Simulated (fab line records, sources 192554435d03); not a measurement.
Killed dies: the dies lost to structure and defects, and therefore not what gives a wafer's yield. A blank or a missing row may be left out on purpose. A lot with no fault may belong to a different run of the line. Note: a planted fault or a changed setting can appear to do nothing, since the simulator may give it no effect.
Chamber matching / flow n5 finfet / rie diel-04 running N5_BEOL_M0_CUTY_DESCUM_61: 4 sister chambers
The step chemistry O2, time 7.9 s. 4 wafers are shown with their chamber, then 7 later ones without.

== EACH WAFER AND ITS CHAMBER ==
wafer=L077.6; chamber=3; throttle valve pct (%)=20.40
wafer=L092.6; chamber=0; throttle valve pct (%)=19.95
wafer=L093.3; chamber=2; throttle valve pct (%)=20.10
wafer=L093.4; chamber=1; throttle valve pct (%)=20.63

== WAFERS WITH NO CHAMBER GIVEN ==
wafer=L093.6; throttle valve pct (%)=20.45
wafer=L095.1; throttle valve pct (%)=20.10
wafer=L095.2; throttle valve pct (%)=20.62
wafer=L095.4; throttle valve pct (%)=20.46
wafer=L096.2; throttle valve pct (%)=19.96
wafer=L096.4; throttle valve pct (%)=20.10
wafer=L096.5; throttle valve pct (%)=19.96

== EACH ONE'S CHAMBER ==
wafer=L093.6; from the rows above=3; in truth=3
wafer=L095.1; from the rows above=2; in truth=2
wafer=L095.2; from the rows above=1; in truth=1
wafer=L095.4; from the rows above=3; in truth=3
wafer=L096.2; from the rows above=0; in truth=0
wafer=L096.4; from the rows above=2; in truth=2
wafer=L096.5; from the rows above=0; in truth=0
Correct placement for 7 of the 7. Not placeable from these rows: 0. Number placed wrongly: 0.
How it was worked out, from the rows above alone: a wafer's distance from a chamber is the root of the sum, over the readings, of the square of ((its reading less the chamber's mean) divided by the reading's scatter). The wafer belongs to the nearest chamber; if the next one is less than 2 further off, it can't be placed. Each chamber's mean is taken over the wafers shown for it. The scatter: with one shown wafer a chamber, the root of the mean of the squares of how far each hidden wafer lies from its nearest shown one.
